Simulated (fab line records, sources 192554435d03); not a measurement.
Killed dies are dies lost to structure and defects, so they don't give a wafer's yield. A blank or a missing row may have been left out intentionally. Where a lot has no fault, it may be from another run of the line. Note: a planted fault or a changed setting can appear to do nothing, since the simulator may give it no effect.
Chamber matching ; flow n5-finfet ; N5_STI_FIN_REVEAL_ALD_14 on ald-sin-04 has 4 sister chambers
The step deposits Si3N4, target thk 3 nm. 14 wafers are shown with their chamber, then 7 later ones without.

== WAFERS, EACH WITH ITS CHAMBER ==
wafer;chamber;heater-power-w (W)
L145.1;2;854
L145.5;3;752
L145.6;0;1062
L146.1;1;859
L146.4;2;862
L146.5;1;898
L148.2;1;852
L148.3;0;1058
L148.6;1;871
L147.3;2;846
L147.4;1;874
L147.5;0;1070
L150.2;3;754
L150.3;1;859

SIGNATURES, as means of the wafers listed above
reading;chamber 0;chamber 1;chamber 2;chamber 3;scatter within a chamber
heater-power-w;1063.33;868.83;854.00;753.00;12.5
Rule: a wafer lies at a distance from a chamber equal to the root of the sum of squares, over the readings, of (its reading less the chamber's mean, divided by the reading's scatter). If the next closest chamber is less than 2 further off than the closest, the wafer can't be placed; otherwise it belongs to the closest. The scatter: take each reading less its chamber's mean, square it, sum over the shown wafers, divide by the number of wafers less the number of chambers, and take the root.

== WAFERS WITH NO CHAMBER GIVEN ==
wafer;heater-power-w (W)
L150.5;759
L162.2;872
L162.5;891
L162.6;883
L163.2;863
L163.4;1039
L163.5;867

== EACH ONE'S CHAMBER ==
wafer;from the rows above;in truth
L150.5;3;3
L162.2;can't be placed: 1 or 2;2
L162.5;can't be placed: 1 or 2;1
L162.6;can't be placed: 1 or 2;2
L163.2;can't be placed: 1 or 2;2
L163.4;0;0
L163.5;can't be placed: 1 or 2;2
Correct placement for 2 of the 7. Can't be placed from these rows: 5 (the true chamber is among the candidates in 5). 0 placed wrongly.
